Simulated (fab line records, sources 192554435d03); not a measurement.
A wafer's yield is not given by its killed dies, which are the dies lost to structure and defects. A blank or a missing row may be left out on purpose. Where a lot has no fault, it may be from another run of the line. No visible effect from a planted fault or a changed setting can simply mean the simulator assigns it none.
Which tool did it? | flow n5-finfet | 72 wafers from 24 lots sampled at 6 of the route's 1938 steps

## WHAT THE GAUGES SHOWED, per wafer
N5_BEOL_M8_OVL_MEAS_29. Usual: V7_OVL gives 0.2 nm (standard deviation 0.65).
lot  | measured     | on         | V7_OVL (nm)    | flag
L075 | day 9 05:16  | overlay-01 | 0.0 0.5 0.7    |
L077 | day 9 20:46  | overlay-02 | -1.0 -0.6 -0.2 |
L074 | day 9 20:55  | overlay-01 | -0.4 0.1 -0.5  |
L076 | day 9 21:11  | overlay-02 | -0.2 -0.4 -0.7 |
L079 | day 10 11:11 | overlay-01 | -0.9 0.0 -0.4  |
L078 | day 10 11:41 | overlay-01 | 0.3 1.0 0.5    |
L080 | day 10 17:28 | overlay-01 | 0.0 0.2 0.5    |
L081 | day 10 22:44 | overlay-01 | 1.1 0.3 0.3    |
L082 | day 11 00:28 | overlay-01 | 0.2 0.6 1.1    |
L083 | day 11 04:48 | overlay-02 | 0.3 -0.1 0.8   |
L084 | day 11 20:15 | overlay-02 | 1.1 0.0 0.4    |
L085 | day 12 03:05 | overlay-01 | 0.3 0.1 0.3    |
L086 | day 12 10:56 | overlay-02 | 0.3 0.4 -0.3   |
L087 | day 13 05:44 | overlay-02 | 0.3 1.1 0.5    |
L089 | day 13 08:53 | overlay-01 | 0.3 0.4 0.6    |
L088 | day 13 11:25 | overlay-02 | -0.5 -0.5 -0.4 |
L090 | day 13 18:41 | overlay-01 | -0.5 -1.1 0.2  |
L091 | day 13 20:41 | overlay-01 | 0.7 0.5 0.7    |
L093 | day 14 06:58 | overlay-01 | 0.4 0.8 0.2    |
L094 | day 14 10:51 | overlay-02 | -0.2 0.8 -0.9  |
L092 | day 14 11:02 | overlay-01 | 0.5 -0.1 0.0   |
L095 | day 14 18:28 | overlay-01 | -0.6 -0.8 0.6  |
L096 | day 15 01:55 | overlay-02 | 0.5 0.8 1.0    |
L097 | day 15 04:55 | overlay-02 | -1.0 -0.6 -1.2 |

N5_BEOL_M8_CD_MEAS_35: target cd 40 nm. Usual: 40.1 nm for cd-nm, sd 0.54.
lot  | measured     | on        | cd-nm (nm)     | flag
L075 | day 9 06:13  | cd-sem-03 | 39.4 40.5 40.5 |
L077 | day 9 21:47  | cd-sem-03 | 40.0 40.3 39.9 |
L074 | day 9 22:48  | cd-sem-02 | 39.4 39.2 40.7 |
L076 | day 9 23:07  | cd-sem-02 | 40.0 40.1 40.0 |
L079 | day 10 11:52 | cd-sem-02 | 40.0 39.5 40.0 |
L078 | day 10 12:22 | cd-sem-02 | 40.3 40.9 40.6 |
L080 | day 10 18:08 | cd-sem-03 | 40.3 39.3 39.7 |
L081 | day 10 23:27 | cd-sem-02 | 38.9 39.9 39.1 |
L082 | day 11 01:08 | cd-sem-02 | 39.9 39.7 39.8 |
L083 | day 11 05:29 | cd-sem-01 | 40.3 39.8 40.6 |
L084 | day 11 20:58 | cd-sem-01 | 39.7 40.2 40.1 |
L085 | day 12 03:46 | cd-sem-03 | 39.9 40.0 40.2 |
L086 | day 12 11:37 | cd-sem-01 | 39.6 38.5 38.3 |
L087 | day 13 06:26 | cd-sem-02 | 40.4 40.2 41.2 |
L089 | day 13 09:34 | cd-sem-03 | 40.0 39.8 40.1 |
L088 | day 13 12:05 | cd-sem-01 | 40.2 40.4 41.0 |
L090 | day 13 19:21 | cd-sem-03 | 40.7 40.5 40.4 |
L091 | day 13 21:22 | cd-sem-03 | 40.5 40.6 39.6 |
L093 | day 14 07:38 | cd-sem-02 | 40.0 39.8 40.1 |
L094 | day 14 11:31 | cd-sem-01 | 39.5 40.3 39.8 |
L092 | day 14 11:56 | cd-sem-02 | 39.6 40.0 39.0 |
L095 | day 14 19:08 | cd-sem-01 | 39.5 40.4 41.2 |
L096 | day 15 02:44 | cd-sem-02 | 40.0 40.1 40.9 |
L097 | day 15 06:02 | cd-sem-03 | 39.9 40.5 40.0 |

N5_BEOL_M8_RS_MEAS_57: measures by four-point-probe. Usual: M8_RS gives 0.291 ohm/sq (standard deviation 0.0099).
lot  | measured     | on            | M8_RS (ohm/sq)    | flag
L075 | day 9 08:44  | film-metro-01 | 0.304 0.302 0.318 |
L077 | day 10 00:16 | film-metro-01 | 0.294 0.291 0.310 |
L074 | day 10 01:00 | film-metro-01 | 0.299 0.306 0.278 |
L076 | day 10 01:29 | film-metro-02 | 0.287 0.278 0.286 |
L079 | day 10 14:17 | film-metro-02 | 0.287 0.302 0.280 |
L078 | day 10 14:42 | film-metro-02 | 0.278 0.301 0.294 |
L080 | day 10 21:17 | film-metro-02 | 0.286 0.275 0.283 |
L081 | day 11 02:24 | film-metro-01 | 0.302 0.300 0.286 |
L082 | day 11 03:27 | film-metro-01 | 0.280 0.279 0.300 |
L083 | day 11 07:59 | film-metro-02 | 0.288 0.280 0.285 |
L084 | day 11 23:44 | film-metro-02 | 0.272 0.298 0.283 |
L085 | day 12 06:29 | film-metro-02 | 0.293 0.296 0.299 |
L086 | day 12 14:44 | film-metro-02 | 0.290 0.292 0.285 |
L087 | day 13 08:23 | film-metro-01 | 0.296 0.295 0.302 |
L089 | day 13 12:20 | film-metro-01 | 0.281 0.301 0.275 |
L088 | day 13 14:28 | film-metro-01 | 0.286 0.309 0.295 |
L090 | day 13 22:25 | film-metro-01 | 0.281 0.278 0.279 |
L091 | day 14 00:34 | film-metro-01 | 0.283 0.288 0.286 |
L093 | day 14 10:01 | film-metro-02 | 0.280 0.274 0.272 |
L094 | day 14 14:32 | film-metro-02 | 0.296 0.294 0.300 |
L092 | day 14 15:07 | film-metro-01 | 0.305 0.300 0.299 |
L095 | day 14 21:33 | film-metro-02 | 0.293 0.298 0.304 |
L096 | day 15 06:18 | film-metro-01 | 0.285 0.301 0.288 |
L097 | day 15 10:02 | film-metro-01 | 0.284 0.276 0.281 |

N5_BEOL_M9_OVL_MEAS_12. Usual: M9_OVL gives 0.1 nm (standard deviation 0.74).
lot  | measured     | on         | M9_OVL (nm)    | flag
L075 | day 9 10:07  | overlay-01 | -0.3 0.6 0.6   |
L077 | day 10 01:32 | overlay-02 | 0.4 0.4 0.2    |
L074 | day 10 03:48 | overlay-02 | 0.3 0.4 0.0    |
L076 | day 10 04:19 | overlay-01 | -0.3 -0.2 -0.2 |
L079 | day 10 15:34 | overlay-02 | 1.1 0.1 -0.3   |
L078 | day 10 16:36 | overlay-02 | 0.3 0.5 0.2    |
L080 | day 10 23:21 | overlay-02 | 1.7 0.3 0.4    |
L081 | day 11 04:34 | overlay-02 | -0.2 -0.5 0.0  |
L082 | day 11 05:39 | overlay-02 | -1.2 0.0 -1.4  |
L083 | day 11 09:57 | overlay-02 | 0.2 1.2 0.3    |
L084 | day 12 01:55 | overlay-02 | -0.1 -0.8 -0.7 |
L085 | day 12 09:08 | overlay-02 | 0.7 0.0 0.1    |
L086 | day 12 17:16 | overlay-02 | 0.7 1.0 1.3    |
L087 | day 13 10:37 | overlay-02 | 0.3 0.4 0.7    |
L089 | day 13 14:55 | overlay-02 | 0.0 0.4 -0.2   |
L088 | day 13 16:26 | overlay-01 | -0.8 0.4 -0.7  |
L090 | day 13 23:52 | overlay-01 | -1.2 -1.7 0.0  |
L091 | day 14 03:35 | overlay-01 | 1.6 0.5 -0.1   |
L093 | day 14 11:54 | overlay-01 | 1.1 0.6 0.2    |
L094 | day 14 17:16 | overlay-02 | 0.1 0.1 0.4    |
L092 | day 14 17:41 | overlay-02 | -0.1 -0.1 0.0  |
L095 | day 15 00:19 | overlay-01 | 0.5 -0.1 -0.4  |
L096 | day 15 09:44 | overlay-02 | -1.6 -0.8 -0.8 |
L097 | day 15 11:56 | overlay-01 | -1.1 1.3 0.2   |

N5_BEOL_M9_INSPECT_30: inspects for defects (brightfield). Usual: 382 for raw-defect-count, sd 89.
lot  | measured     | on                | raw-defect-count | flag
L075 | day 9 11:10  | defect-inspect-01 | 301 376 251      |
L077 | day 10 03:54 | defect-inspect-02 | 424 422 406      |
L074 | day 10 05:10 | defect-inspect-02 | 478 480 450      |
L076 | day 10 06:02 | defect-inspect-01 | 437 254 352      |
L079 | day 10 16:53 | defect-inspect-01 | 337 310 391      |
L078 | day 10 18:33 | defect-inspect-01 | 341 352 297      |
L080 | day 11 00:45 | defect-inspect-02 | 404 448 389      |
L081 | day 11 05:35 | defect-inspect-01 | 405 363 407      |
L082 | day 11 07:14 | defect-inspect-01 | 250 339 447      |
L083 | day 11 11:19 | defect-inspect-02 | 251 374 294      |
L084 | day 12 03:15 | defect-inspect-01 | 341 387 301      |
L085 | day 12 12:52 | defect-inspect-01 | 309 224 359      |
L086 | day 12 19:53 | defect-inspect-01 | 333 348 392      |
L087 | day 13 11:40 | defect-inspect-02 | 571 558 481      |
L089 | day 13 18:38 | defect-inspect-02 | 294 404 328      |
L088 | day 13 18:41 | defect-inspect-01 | 593 367 371      |
L090 | day 14 02:19 | defect-inspect-01 | 298 333 414      |
L091 | day 14 04:31 | defect-inspect-01 | 331 334 476      |
L093 | day 14 12:53 | defect-inspect-01 | 356 284 325      |
L094 | day 14 18:44 | defect-inspect-01 | 516 451 428      |
L092 | day 14 19:04 | defect-inspect-01 | 354 298 299      |
L095 | day 15 01:31 | defect-inspect-02 | 405 487 399      |
L096 | day 15 10:59 | defect-inspect-01 | 546 763 454      |
L097 | day 15 14:58 | defect-inspect-01 | 346 402 448      |

## WHAT TOOL EACH LOT RAN ON (gives the tool, then ch and the chambers of the sampled wafers, and finally the start)
lot  | N5_BEOL_M8_DEP_56
L075 | pecvd-02 ch 0,1,2, day 9 08:40
L077 | pecvd-02 ch 0,1,2, day 10 00:11
L074 | pecvd-04 ch 1,2, day 10 00:56
L076 | pecvd-02 ch 0,1, day 10 01:25
L079 | pecvd-01 ch 0,1, day 10 14:13
L078 | pecvd-02 ch 0,1,2, day 10 14:38
L080 | pecvd-01 ch 0,1,2, day 10 21:13
L081 | pecvd-02 ch 0,1,2, day 11 02:20
L082 | pecvd-04 ch 0,1,2, day 11 03:23
L083 | pecvd-04 ch 0,1,2, day 11 07:55
L084 | pecvd-02 ch 0,2, day 11 23:40
L085 | pecvd-04 ch 0,2, day 12 06:25
L086 | pecvd-01 ch 1,2, day 12 14:40
L087 | pecvd-02 ch 0,1,2, day 13 08:19
L089 | pecvd-04 ch 0,2, day 13 12:16
L088 | pecvd-01 ch 0,1, day 13 14:24
L090 | pecvd-01 ch 0,1,2, day 13 22:20
L091 | pecvd-04 ch 0,1,2, day 14 00:29
L093 | pecvd-02 ch 0,2, day 14 09:56
L094 | pecvd-01 ch 0,1,2, day 14 14:28
L092 | pecvd-01 ch 0,1,2, day 14 15:04
L095 | pecvd-02 ch 0,2, day 14 21:29
L096 | pecvd-01 ch 0,1, day 15 06:14
L097 | pecvd-02 ch 0,1,2, day 15 09:58
- N5_BEOL_M8_DEP_56: deposits SiCN from 3MS/NH3, target thk 10 nm, time 17.5 s.

## WHAT THE TOOLS THEMSELVES READ (means of the sampled wafers that have a number; where no wafer has one, the mark that the record gives instead)
N5_BEOL_M8_DEP_56. Usual: rf-fwd-power-W 199.6 W, standard deviation 0.94; showerhead-plenum-p-Torr 3.660 Torr, standard deviation 0.015; throttle-valve-pct 9.0 %, standard deviation 0.31.
lot  | tool     | rf-fwd-power-W (W) | showerhead-plenum-p-Torr (Torr) | throttle-valve-pct (%) | flag
L075 | pecvd-02 | 199.1              | 3.661                           | 8.7                    |
L077 | pecvd-02 | 199.0              | 3.658                           | 8.9                    |
L074 | pecvd-04 | 199.9              | 3.667                           | 9.1                    |
L076 | pecvd-02 | 199.6              | 3.658                           | 8.7                    |
L079 | pecvd-01 | 199.4              | 3.664                           | 9.2                    |
L078 | pecvd-02 | 199.0              | 3.653                           | 8.8                    |
L080 | pecvd-01 | 200.3              | 3.671                           | 9.1                    |
L081 | pecvd-02 | 198.8              | 3.658                           | 8.5                    |
L082 | pecvd-04 | 199.9              | 3.658                           | 9.1                    |
L083 | pecvd-04 | 200.0              | 3.656                           | 9.0                    |
L084 | pecvd-02 | 199.9              | 3.657                           | 8.8                    |
L085 | pecvd-04 | 200.8              | 3.659                           | 9.1                    |
L086 | pecvd-01 | 200.5              | 3.668                           | 9.3                    |
L087 | pecvd-02 | 198.7              | 3.655                           | 8.8                    |
L089 | pecvd-04 | 200.5              | 3.665                           | 9.1                    |
L088 | pecvd-01 | 200.2              | 3.662                           | 9.4                    |
L090 | pecvd-01 | 199.7              | 3.669                           | 9.1                    |
L091 | pecvd-04 | 200.5              | 3.656                           | 9.0                    |
L093 | pecvd-02 | 199.6              | 3.667                           | 8.7                    |
L094 | pecvd-01 | 200.1              | 3.668                           | 9.0                    |
L092 | pecvd-01 | 199.7              | 3.666                           | 8.9                    |
L095 | pecvd-02 | 198.6              | 3.667                           | 8.8                    |
L096 | pecvd-01 | 199.3              | 3.658                           | 9.3                    |
L097 | pecvd-02 | 199.1              | 3.658                           | 8.7                    |

## THE ANSWER, worked out from the rows above alone
Rule: take the mean of a lot's wafers that have a number; if it is more than 3 standard deviations from the usual mean, the lot is off. Also off: a lot with no number at a reading for which 4 or more lots have one. Where the step has rows for the other lots, those lots are counted as sound. The gauges are gone through in route order, then the tools' own readings, and for those a lot's mean is taken as printed above. At the first step where some lot is off, the reading lying furthest off is the one used; lots without a number count as furthest.
None of the lots is off at any reading shown; this tells nothing.

## WHAT HAD BEEN PUT IN BY THE SIMULATOR
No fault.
